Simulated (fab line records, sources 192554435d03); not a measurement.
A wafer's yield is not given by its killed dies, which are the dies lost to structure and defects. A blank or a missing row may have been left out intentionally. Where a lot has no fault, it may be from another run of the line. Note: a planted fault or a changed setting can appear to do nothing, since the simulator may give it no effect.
One fault seen from 3 desks ; flow n5_finfet ; every desk sees just its own numbers, and what lay behind them comes last

## THE DEFECT DESK
For each lot, the counts of the inspections along the route, averaged over the sampled wafers that have a number. A lot is out of limits, marked OUT, if its mean lies more than 4 standard deviations from the usual mean; the brackets give that distance.
Columns: A = raw_defect_count at N5_BEOL_M7_INSPECT_13, usual 396
lot;first seen here;A
L968;day 9 17:26;356
L970;day 10 06:57;311
L971;day 10 19:08;460
L973;day 10 23:05;407
L974;day 11 02:52;463
L977;day 12 02:28;441
L980;day 13 05:26;402
L986;day 15 06:19;314
This desk's finding: nothing out of limits on any of the 8 lots.

## METROLOGY DESK
What the gauges read, lot by lot, whatever tool the lot ran on: means of the sampled wafers that have a number. A lot is out of limits, marked OUT, if its mean lies more than 4 standard deviations from the usual mean; the brackets give that distance. Of its 12 readings 7 are shown: those that lie furthest out on some lot.
Columns: A = DIBL_N at N5_BEOL_M4_RC_MEAS_101, usual 36.0 mV/V; B = DIBL_P at N5_BEOL_M4_RC_MEAS_101, usual 36.7 mV/V; C = ION_P at N5_BEOL_M4_RC_MEAS_101, usual 461 uA/um; D = SS_P at N5_BEOL_M4_RC_MEAS_101, usual 73.4 mV/dec; E = VT_P at N5_BEOL_M4_RC_MEAS_101, usual -251 mV; F = V6_OVL at N5_BEOL_M7_OVL_MEAS_29, usual 0.1 nm; G = trench_depth_nm at N5_BEOL_M7_OCD_MEAS_38, usual 93.7 nm
lot;first seen here;A;B;C;D;E;F;G
L968;day 8 18:52;32.4;33.3;471;72.0;-252;1.1;95.7
L970;day 9 07:55;36.4;38.8;469;74.3;-246;0.3;94.4
L971;day 9 20:40;32.7;35.6;453;72.7;-252;-0.4;94.0
L973;day 10 02:14;35.9;38.1;463;73.6;-251;0.6;91.5
L974;day 10 04:03;36.9;37.0;456;73.7;-253;-0.3;93.5
L977;day 10 23:24;36.1;35.4;451;73.4;-251;-0.2;95.2
L980;day 12 06:11;35.8;35.9;460;73.6;-254;0.2;91.4
L986;day 14 07:53;35.8;38.0;470;73.5;-250;0.8;91.6
This desk's finding: nothing out of limits on any of the 8 lots.

## AT THE TOOL OWNER'S DESK: rie_diel-03
The tool's own readings at N5_BEOL_M7_ETCH_62 (etches SOC in N2/H2, target depth 110 nm, overetch 22 nm, time 165 s): means of the sampled wafers that have a number, for each lot that ran on this tool. A lot is out of limits, marked OUT, if its mean lies more than 4 standard deviations from the usual mean; the brackets give that distance. Of its 9 readings 7 are shown: those that lie furthest out on some lot.
Columns: A = chamber_pressure_mTorr at N5_BEOL_M7_ETCH_62, usual 30.00 mTorr; B = drypump_motor_current_A at N5_BEOL_M7_ETCH_62, usual 5.7 A; C = h2_flow_sccm at N5_BEOL_M7_ETCH_62, usual 200.0 sccm; D = n2_flow_sccm at N5_BEOL_M7_ETCH_62, usual 199.9 sccm; E = oes_product_au at N5_BEOL_M7_ETCH_62, usual 0.66 a.u.; F = rf_fwd_power_W at N5_BEOL_M7_ETCH_62, usual 837.4 W; G = throttle_valve_pct at N5_BEOL_M7_ETCH_62, usual 17.9 %
lot;first seen here;A;B;C;D;E;F;G
L968;day 9 17:43;29.98;5.5;199.9;200.1;0.61;835.3;18.2
L970;day 10 07:05;29.99;5.5;200.0;199.8;0.61;835.8;18.2
L971;day 10 19:16;30.02;5.4;199.9;199.6;0.59;838.3;18.1
L974;day 11 03:08;30.00;5.3;200.1;200.1;0.60;838.9;18.1
L980;day 13 05:37;29.96;5.3;200.6;200.3;0.72;841.1;18.0
This desk's finding: nothing out of limits on any of the 5 lots.

## ALL TOGETHER
Nothing the defect desk looked at was out of limits.
From the metrology desk's view, nothing was out of limits.
The desk of the tool owner found nothing out of limits.

## WHAT THE SIMULATOR HAD PUT IN
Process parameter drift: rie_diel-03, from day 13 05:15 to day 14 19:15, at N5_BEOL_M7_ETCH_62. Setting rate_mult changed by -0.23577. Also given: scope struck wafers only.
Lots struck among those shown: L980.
